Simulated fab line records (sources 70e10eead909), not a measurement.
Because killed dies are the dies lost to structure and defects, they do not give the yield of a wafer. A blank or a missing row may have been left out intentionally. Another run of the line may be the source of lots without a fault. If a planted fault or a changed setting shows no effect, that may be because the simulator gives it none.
Struck lot and sound lot, side by side    flow nand_harc    15 steps out of a route of 1302
Sound: these wafers, L359.3, L359.5, L359.6. Struck: wafers L354.3, L354.5, L354.6. The cause is given at the end.
Per side, at each step with rows, come the tool, then ch with its chambers, and then its first start. Under that, the readings that differ: sound wafers    struck wafers    difference of the means    sigmas: that difference in standard deviations of wafers without a fault.
alike: readings whose means differ by less than 2 such deviations, and words and numbers that are the same on both sides. not compared: withheld readings, readings that some wafer has no value for, bounds like >300 that may hide the same value, and numbers for which the record gives no deviation and whose values overlap.
A row with sigmas, a row that says differs or no value, or rows on one side alone: a step with any of these is where the two part. When numbers do not overlap yet have no deviation, they are printed without sigmas and do not part them. A reading that every wafer of one side lacks parts them only if that side has two wafers or more.

first, 8 steps without rows for these wafers: NHARC_THIN_TSV_DEHYDRATE_25 (time 120 s); NHARC_THIN_TSV_HMDS_26 (time 30 s); NHARC_THIN_TSV_COAT_27; NHARC_THIN_TSV_SOFTBAKE_28 (time 95 s); NHARC_THIN_TSV_EBR_29; NHARC_THIN_TSV_EXPOSE_30 (exposes mask PAD); NHARC_THIN_TSV_PEB_31 (peb time 85 s); NHARC_THIN_TSV_DEVELOP_32 (time 70 s).
NHARC_THIN_TSV_CD_MEAS_33 targets a cd of 5000 nm.
  sound on cd_sem-03 ch 0, day 30 09:17; struck on cd_sem-03 ch 0, day 29 05:54
  alike: cd_nm
then, 1 step without rows for these wafers: NHARC_THIN_TSV_HARDBAKE_34 (time 80 s).
NHARC_THIN_TSV_DESCUM_35: chemistry O2, time 3 s.
  sound on rie_diel-09 ch 1,2, day 30 09:26; struck on rie_diel-08 ch 0,2,3, day 29 06:06
  alike: drypump_motor_current_A, oes_product_au, rf_vpp_V, showerhead_plenum_p_Torr, throttle_valve_pct
  not compared: rf_hours_counter_h
NHARC_THIN_TSV_ETCH_59: etches the open film in Cl2/BCl3, target depth 880 nm, time 138.1 s.
  sound on rie_metal-03 ch 0,1, day 30 09:41; struck on rie_metal-03 ch 0,1, day 29 06:17
  alike: bcl3_flow_sccm, bias_w, drypump_motor_current_A, oes_product_au, rf_fwd_power_W, throttle_valve_pct
  not compared: rf_hours_counter_h
NHARC_THIN_TSV_ETCH_36: etches the open film in Cl2/BCl3, target depth 65 nm, time 18.571 s.
  sound on rie_metal-03 ch 0,1, day 30 09:50; struck on rie_metal-03 ch 0,1, day 29 06:28
  no value came back on the struck wafers for chamber_pressure_mTorr (mTorr), drypump_motor_current_A (A), oes_product_au (a.u.); on the sound wafers chamber_pressure_mTorr (mTorr) reads 9.999 9.995 10.010
  not compared: rf_hours_counter_h
NHARC_THIN_TSV_STRIP_56: strips in O2.
  sound on plasma_asher-01 ch 0,1, day 30 10:01; struck on plasma_asher-01 ch 0,1, day 29 06:38
  alike: drypump_motor_current_A, heater_power_w
  not compared: rf_hours_counter_h
NHARC_END_SORT_01:
  here the record holds rows for the struck wafers (prober-02 ch 0, day 29 17:02) but none for the sound ones

== WHERE THEY PART ==
First at NHARC_THIN_TSV_ETCH_36; last, within this record, at NHARC_END_SORT_01.

WHY: what the simulator had put in
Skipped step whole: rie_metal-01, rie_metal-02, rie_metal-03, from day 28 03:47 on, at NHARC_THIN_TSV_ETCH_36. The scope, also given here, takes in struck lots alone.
